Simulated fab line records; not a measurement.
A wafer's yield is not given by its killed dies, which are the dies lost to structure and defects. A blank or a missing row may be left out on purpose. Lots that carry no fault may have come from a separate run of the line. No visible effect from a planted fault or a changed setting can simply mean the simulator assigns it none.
Struck lot and sound lot, side by side    flow nand-harc    19 out of 1302 route steps
Sound: the wafers L647.2, L647.4, L647.6. Wafers struck: L649.1, L649.3, L649.5. Last of all comes the cause.
At each step with rows: each side's tool, then ch and its chambers, then its first start. Under that, the readings that differ: sound wafers    struck wafers    difference of the means    sigmas: that difference in standard deviations of wafers without a fault.
alike: readings whose means differ by less than 2 such deviations, and words and numbers that are the same on both sides. not compared: withheld readings, readings that some wafer has no value for, bounds like >300 that may hide the same value, and numbers for which the record gives no deviation and whose values overlap.
A row with sigmas, a row that says differs or no value, or rows on one side alone: a step with any of these is where the two part. Numbers that have no deviation but don't overlap get no sigmas and don't part them. A reading missing from all wafers of one side parts the sides only when that side holds two or more wafers.

NHARC_P_GATE_ETCHBACK_37: etches the open film in CHF3/O2, target depth 34.5 nm, time 17.2 s.
  sound on rie-diel-11 ch 1,3; struck on rie-diel-03 ch 0,2
  alike: drypump-motor-current-A, oes-product-au, rf-vpp-V, showerhead-plenum-p-Torr, throttle-valve-pct
  not compared: rf-hours-counter-h
NHARC_P_GATE_STRIP_101: strips in O2, time 20 s.
  sound on rie-diel-11 ch 2,3, day 10 01:58; struck on rie-diel-03 ch 0,1,2, day 10 19:57
  alike: drypump-motor-current-A, oes-product-au, rf-vpp-V, showerhead-plenum-p-Torr, throttle-valve-pct
  not compared: rf-hours-counter-h
then, 10 steps without rows for these wafers: NHARC_P_GATE_PRECLEAN_97 (cleans in SPM, time 600 s); NHARC_P_GATE_SRD_98; NHARC_P_GATE_PRECLEAN_99 (cleans in SC1); NHARC_P_GATE_SRD_100; NHARC_P_GATE_DEHYDRATE_38 (time 120 s); NHARC_P_GATE_HMDS_39 (time 30 s); NHARC_P_GATE_COAT_40; NHARC_P_GATE_SOFTBAKE_41 (time 95 s); NHARC_P_GATE_EBR_42; NHARC_P_GATE_EXPOSE_43 (exposes mask P NSD, target cd 720 nm).
NHARC_P_GATE_PEB_44: peb time 85 s.
  sound on litho-track-03 ch 0, day 10 02:49; struck on litho-track-03 ch 0, day 10 20:51
reading                   sound                 struck                difference  sigmas
heater-power-total-W (W)  164.30 163.65 164.36  180.82 179.46 181.05  +16.34      +61
plate-temp-C (C)          118.00 117.94 118.10  127.01 127.06 127.05  +9.03       +69
then, 1 step without rows for these wafers: NHARC_P_GATE_DEVELOP_45 (time 70 s).
NHARC_P_GATE_CD_MEAS_46: the cd target is 720 nm.
  sound on cd-sem-02 ch 0, day 10 02:55; struck on cd-sem-02 ch 0, day 10 20:56
reading     sound              struck             difference  sigmas
cd-nm (nm)  719.2 719.7 719.8  729.2 729.2 730.0  +9.9        +8
then, 1 step without rows for these wafers: NHARC_P_GATE_HARDBAKE_47 (time 80 s).
NHARC_P_GATE_DESCUM_48: chemistry O2, time 3 s.
  sound on rie-diel-06 ch 0,1,3, day 10 03:05; struck on rie-diel-11 ch 0,1,3, day 10 21:08
reading                  sound            struck             difference  sigmas
model.P_GATE.cd-nm (nm)  719.4 720.1 720  728.9 729.7 729.6  +9.6        
  alike: drypump-motor-current-A, oes-product-au, rf-vpp-V, showerhead-plenum-p-Torr, throttle-valve-pct
  not compared: rf-hours-counter-h
then, 2 steps without rows for these wafers: NHARC_P_GATE_IMPLANT_49; NHARC_END_SORT_01.

== WHERE THEY PART ==
Last at NHARC_P_GATE_CD_MEAS_46 as far as this record goes, first at NHARC_P_GATE_PEB_44. Later steps at which nothing parts them and some readings are alike: NHARC_P_GATE_DESCUM_48.

WHY: whatever the simulator had introduced
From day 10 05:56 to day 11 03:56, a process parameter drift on litho-track-03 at NHARC_P_GATE_PEB_44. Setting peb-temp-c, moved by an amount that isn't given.
